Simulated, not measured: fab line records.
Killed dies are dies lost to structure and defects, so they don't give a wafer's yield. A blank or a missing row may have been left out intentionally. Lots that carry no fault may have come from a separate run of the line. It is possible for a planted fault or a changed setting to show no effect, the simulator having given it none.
Matching of chambers	flow nand_harc	NHARC_P_CONTACT_CMP_24 on cmp-04: 4 sister chambers
The step polishes, t overpolish 30 s, target thk 200 nm. 7 wafers are shown with their chamber, then 7 later ones without.

## WAFERS PAIRED WITH THEIR CHAMBERS
wafer	chamber	motor_current_A (A)	time_to_endpoint_s (s)
L084.3	2	13.2	40.0
L084.5	1	11.8	40.8
L088.2	3	10.3	40.3
L088.4	1	11.9	38.7
L088.5	0	10.1	43.6
L092.2	2	12.9	36.0
L092.3	0	10.7	36.6

## WAFERS WITHOUT THEIR CHAMBER
wafer	motor_current_A (A)	time_to_endpoint_s (s)
L092.6	9.8	36.4
L096.2	10.1	36.7
L096.5	9.3	37.2
L096.6	11.8	37.0
L097.1	12.6	36.8
L097.3	11.9	32.4
L097.5	10.8	37.0

## EACH ONE'S CHAMBER
wafer	from the rows above	in truth
L092.6	can't be placed: 3 or 0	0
L096.2	can't be placed: 3 or 0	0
L096.5	can't be placed: 3 or 0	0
L096.6	1	1
L097.1	can't be placed: 2 or 1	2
L097.3	1	1
L097.5	can't be placed: 0 or 3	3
Correct placement for 2 of the 7. Can't be placed from these rows: 5 (the true chamber is among the candidates in 5). 0 placed wrongly.
How it was worked out, from the rows above alone: a wafer's distance from a chamber is the root of the sum, over the readings, of the square of ((its reading less the chamber's mean) divided by the reading's scatter). The wafer belongs to the nearest chamber; if the next one is less than 2 further off, it can't be placed. For every chamber, the mean is computed from those of its wafers that are shown. The scatter is the square root of a quotient: the sum, over the shown wafers, of each reading's squared deviation from its chamber's mean, divided by wafers minus chambers.
